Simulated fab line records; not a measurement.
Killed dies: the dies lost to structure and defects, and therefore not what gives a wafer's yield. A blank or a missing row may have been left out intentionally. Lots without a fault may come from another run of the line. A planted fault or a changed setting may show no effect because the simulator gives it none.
Problem report in the 8D (eight disciplines) form, filled by code | flow n5-finfet | the parts of the form that need people (team, actions taken, sign-off) are left out

## 1. PROBLEM STATEMENT
run-length-s at N5_BEOL_M8_CVD_78 reads a mean of 220.4 s on 3 wafers of 2 lots; wafers without a fault read 165.4 s with a standard deviation of 0.51. So: +99 or more standard deviations from the usual mean.
The step: deposits Co from CCTBA/H2, target thk 2 nm, time 142.3 s.
Seen first at day 13 07:53 on cvd-co-01, wafer L225.1. At this step, 30 wafers from 11 lots have a number in the record. Rule for "out" (also "out of limits"): further than 4 standard deviations from the usual mean. All remaining wafers that have a number are taken as sound.

## 2. WHAT IT IS, WHAT IT ISN'T
question                    | is                     | is not
which readings at this step | run-length-s           | -
which lots                  | L225, L229             | L211, L214, L216, L217, L219, L220, L226, L230, L232
which wafers of those lots  | L225.1, L225.3, L229.1 | L225.2, L229.5, L229.6
read on which tools         | cvd-co-01              | cvd-co-02
when                        | from day 13 07:53      | up to then (18 sound wafers); but 9 sound wafers of L226, L229, L230, L232 came after

## 3. THE SUSPECTS, EACH WITH WHAT RULES IT OUT
Counting: if a tool at a process step up to the reading ran every lot that is out, it stays a suspect. Sound lots after the first of them don't rule it out here, since some wafers of a struck lot are sound.
- rie-diel-04 at N5_BEOL_M8_ETCH_65 (etches SiARC in CF4, target depth 15.6 nm, time 26 s): kept. It ran every lot that is out, first L225 (day 13 05:42); its last sound lot up to then is L214 (day 10 17:22).
- cvd-co-01 at N5_BEOL_M8_CVD_78 (deposits Co from CCTBA/H2, target thk 2 nm, time 142.3 s): kept. It ran every lot that is out, first L225 (day 13 07:53); its last sound lot up to then is L220 (day 12 14:16). Its own readings are out on those wafers: run-length-s.
After counting, rie-diel-04 at N5_BEOL_M8_ETCH_65 and cvd-co-01 at N5_BEOL_M8_CVD_78 remain.

## 4. THE CAUSE (what the simulator had put in)
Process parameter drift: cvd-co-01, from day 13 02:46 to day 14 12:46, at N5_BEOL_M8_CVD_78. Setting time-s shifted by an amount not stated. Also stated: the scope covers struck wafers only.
Of the 2 suspects that counting leaves, this tool is one.

## 5. SEQUENCE OF EFFECTS, ordered by route
Rows list readings where the struck wafers' mean (over those with a number) sits beyond 3 standard deviations from the usual. Scope: only readings with a usual standard deviation given in the record; hours: median across lots of the time from each lot's start at the first step in this table that gives one to its start at this step; sigmas: change in usual standard deviations.
hours | step              | reading      | usual   | on struck wafers | change | sigmas
0     | N5_BEOL_M8_CVD_78 | run-length-s | 165.4 s | 220.4            | +55.0  | +99 or more
Here are the process steps it includes:
- N5_BEOL_M8_CVD_78: deposits Co from CCTBA/H2, target thk 2 nm, time 142.3 s.

## 6. HOW IT WOULD HAVE BEEN CAUGHT EARLIER
In this record no reading fell out of limits until day 13 07:53, 5 hours after the fault had begun at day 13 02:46.
